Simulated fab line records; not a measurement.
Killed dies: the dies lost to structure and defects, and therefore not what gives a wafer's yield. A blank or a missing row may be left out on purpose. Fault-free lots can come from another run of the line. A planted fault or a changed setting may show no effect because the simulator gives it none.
Which tool is to blame? / flow nandHarc / Sampling: 11 lots, 33 wafers, 2 of 1159 route steps

## WHAT THE GAUGES READ, wafer by wafer
NHARC_A_CONTACT_CD_MEAS_15.
lot=L570; measured=day 17 15:43; on=cdSem-01; cdNm (nm)=90.4 90.2 89.9
lot=L577; measured=day 19 23:56; on=cdSem-03; cdNm (nm)=90.2 89.9 89.5
lot=L581; measured=day 20 03:10; on=cdSem-02; cdNm (nm)=89.7 89.7 89.6
lot=L579; measured=day 20 05:45; on=cdSem-03; cdNm (nm)=89.6 89.8 89.6
lot=L583; measured=day 20 13:52; on=cdSem-03; cdNm (nm)=89.7 89.1 89.7
lot=L582; measured=day 20 16:22; on=cdSem-02; cdNm (nm)=90.2 90.2 90.0
lot=L584; measured=day 21 04:26; on=cdSem-02; cdNm (nm)=89.6 89.4 89.3
lot=L590; measured=day 22 04:37; on=cdSem-03; cdNm (nm)=90.1 90.7 90.6
lot=L588; measured=day 22 11:52; on=cdSem-02; cdNm (nm)=89.9 89.7 90.0
lot=L587; measured=day 22 12:20; on=cdSem-01; cdNm (nm)=90.0 89.3 89.3
lot=L589; measured=day 22 15:40; on=cdSem-01; cdNm (nm)=89.4 89.4 89.0

## TOOL THAT RAN EACH LOT (tool first, then ch and the chambers of the sampled wafers, then the start)
lot=L570; NHARC_A_CONTACT_ETCH_98=rieDiel-07 ch 0,1, day 17 15:38
lot=L577; NHARC_A_CONTACT_ETCH_98=rieDiel-07 ch 0,1, day 19 23:50
lot=L581; NHARC_A_CONTACT_ETCH_98=rieDiel-07 ch 1,3, day 20 03:05
lot=L579; NHARC_A_CONTACT_ETCH_98=rieDiel-08 ch 0,1,2, day 20 05:40
lot=L583; NHARC_A_CONTACT_ETCH_98=rieDiel-08 ch 0,1,2, day 20 13:47
lot=L582; NHARC_A_CONTACT_ETCH_98=rieDiel-07 ch 1,2, day 20 16:16
lot=L584; NHARC_A_CONTACT_ETCH_98=rieDiel-09 ch 0,2,3, day 21 04:22
lot=L590; NHARC_A_CONTACT_ETCH_98=rieDiel-09 ch 0,1,2, day 22 04:32
lot=L588; NHARC_A_CONTACT_ETCH_98=rieDiel-09 ch 0,1, day 22 11:47
lot=L587; NHARC_A_CONTACT_ETCH_98=rieDiel-07 ch 2,3, day 22 12:15
lot=L589; NHARC_A_CONTACT_ETCH_98=rieDiel-08 ch 0,2,3, day 22 15:35
- NHARC_A_CONTACT_ETCH_98: etches the open film in C4F6/O2, target depth 20 nm, time 10 s.

## THE ANSWER, worked out from the rows above alone
Rule: the lots themselves supply what counts as usual. Put in order of their means at a reading, lots are off if they are a third of the lots or fewer, leave a main group of 4 or more, and stand apart from it by a gap of 3 or more times the standard deviation of the main group's means; of several such gaps the widest counts. A main group is skipped when, at the precision printed for the reading in the tables above, its means are all equal. A lot without any number at a reading at which 4 lots or more have one is off too. Where the step has rows for the other lots, those lots are counted as sound.
Nothing can be told from this: no lot is off at any reading shown.

## WHAT HAD BEEN PUT IN BY THE SIMULATOR
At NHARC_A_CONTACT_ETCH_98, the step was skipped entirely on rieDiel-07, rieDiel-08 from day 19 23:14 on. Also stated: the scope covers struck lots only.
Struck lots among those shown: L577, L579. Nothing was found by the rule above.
